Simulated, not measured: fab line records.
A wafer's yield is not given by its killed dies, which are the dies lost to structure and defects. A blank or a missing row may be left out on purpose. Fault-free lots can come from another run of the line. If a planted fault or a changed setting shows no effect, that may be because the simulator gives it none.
Problem report, 8D (eight disciplines) form, completed by code / flow n5 finfet / the parts of the form that need people (team, actions taken, sign-off) are left out

== 1. WHAT WENT WRONG ==
M14_THK at N5_BEOL_M14_THK_MEAS_50 reads a mean of 422 nm on 1 wafer of 1 lot; wafers without a fault read 573 nm with a standard deviation of 17. Measured from the usual mean, that is -8.9 standard deviations.
The step: measures by xrf.
Earliest sighting: wafer L402.2 on film metro-02 at day 12 12:32. Wafers with a number at this step in the record: 19, from 7 lots. The rule behind "out" and "out of limits": a value lying over 4 standard deviations away from the usual mean. The rest of the wafers with a number are treated as sound.

== 2. WHAT IT IS; WHAT IT IS NOT ==
question=which readings at this step | is=M14_THK | is not=-
question=which lots | is=L402 | is not=L397, L411, L415, L416, L417, L418
question=which wafers of those lots | is=L402.2 | is not=L402.4, L402.6
question=read on which gauges | is=film metro-02 | is not=film metro-01
question=when | is=from day 12 12:32 | is not=up to then (4 sound wafers); but 14 sound wafers of L411, L415, L416, L417, L418 came after

== 3. THE SUSPECTS, EACH WITH WHAT RULES IT OUT ==
Counting: a tool at a process step up to the reading stays a suspect if it ran every lot that is out. Sound lots after the first of them don't rule it out here, since some wafers of a struck lot are sound.
- the gauge at N5_BEOL_M14_THK_MEAS_50: ruled out. All the wafers that are out were read on film metro-02, but those of them that N5_BEOL_M14_CMP_49 has rows for are out there too, on other tools.
- rie diel-02 at N5_BEOL_M14_ETCH_38 (etches SiCN in CF4/N2, target depth 106.5 nm, time 120.6 s): kept. It ran the lot that is out, L402 (day 12 11:45); its last sound lot up to then is L397 (day 10 21:50). N5_BEOL_M14_ETCH_38: start missing for some lots; hours and lot order therefore follow N5_BEOL_M14_ECD_47.
- ecd cu-01 at N5_BEOL_M14_ECD_47 (material Cu, target thk 1248 nm): kept. It ran the lot that is out, L402 (day 12 11:45).
- rtp anneal-02 at N5_BEOL_M14_ANNEAL_48 (time 90 s): kept. It ran the lot that is out, L402 (day 12 11:59).
- cmp-04 at N5_BEOL_M14_CMP_49 (polishes, stops on SiO2, t overpolish 5.2 s, target thk 560 nm): kept. It ran the lot that is out, L402 (day 12 12:19). Its own readings are out on those wafers: time to endpoint s.
- Within rie diel-02 at N5_BEOL_M14_ETCH_38: the wafers that are out ran in chamber 0; their sound lot-mates ran in chambers 1, 3.
- Within cmp-04 at N5_BEOL_M14_CMP_49: the wafers that are out ran in chamber 2; their sound lot-mates ran in chambers 0, 1.
Left after counting: rie diel-02 at N5_BEOL_M14_ETCH_38, ecd cu-01 at N5_BEOL_M14_ECD_47, rtp anneal-02 at N5_BEOL_M14_ANNEAL_48, cmp-04 at N5_BEOL_M14_CMP_49.

== 4. THE CAUSE (what the simulator had put in) ==
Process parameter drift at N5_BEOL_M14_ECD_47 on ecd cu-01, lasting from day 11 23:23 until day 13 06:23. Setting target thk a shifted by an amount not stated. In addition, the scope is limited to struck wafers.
This tool is one of the 4 suspects left after counting.

== 5. THE CHAIN OF EFFECTS, in route order ==
Rows list readings where the struck wafers' mean (over those with a number) sits beyond 3 standard deviations from the usual. Only readings for which the record gives a usual standard deviation are gone through. hours: the time from each lot's start at the first step in this table that gives one to its start at this step, as a median over the lots. sigmas: the change in usual standard deviations.
hours=0; step=N5_BEOL_M14_CMP_49; reading=time to endpoint s; usual=120 s; on struck wafers=40; change=-80; sigmas=-18
hours=0; step=N5_BEOL_M14_THK_MEAS_50; reading=M14_THK; usual=573 nm; on struck wafers=422; change=-151; sigmas=-8.9
hours=0; step=N5_BEOL_M14_RS_MEAS_54; reading=M14_RS; usual=0.0329 ohm/sq; on struck wafers=0.0447; change=+0.0118; sigmas=+12
hours=6; step=N5_BEOL_M15_RC_MEAS_101; reading=SERP_M14; usual=0.158 ohm/um; on struck wafers=0.215; change=+0.057; sigmas=+9.7
hours=6; step=N5_BEOL_M15_RC_MEAS_101; reading=SERP_M14_max_site; usual=0.160 ohm/um; on struck wafers=0.218; change=+0.058; sigmas=+9.7
Its process steps:
- N5_BEOL_M14_CMP_49: polishes, stops on SiO2, t overpolish 5.2 s, target thk 560 nm.

== 6. HOW IT WOULD HAVE BEEN CAUGHT EARLIER ==
In this record the first reading out of limits at a measuring or inspecting step was taken at day 12 12:32, 13 hours after the fault began at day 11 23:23.
The start of N5_BEOL_M14_ECD_47 on ecd cu-01 came by day 12 12:32 for every one of the lots that are out (1). A hold on the tool at that time would have spared none of them.
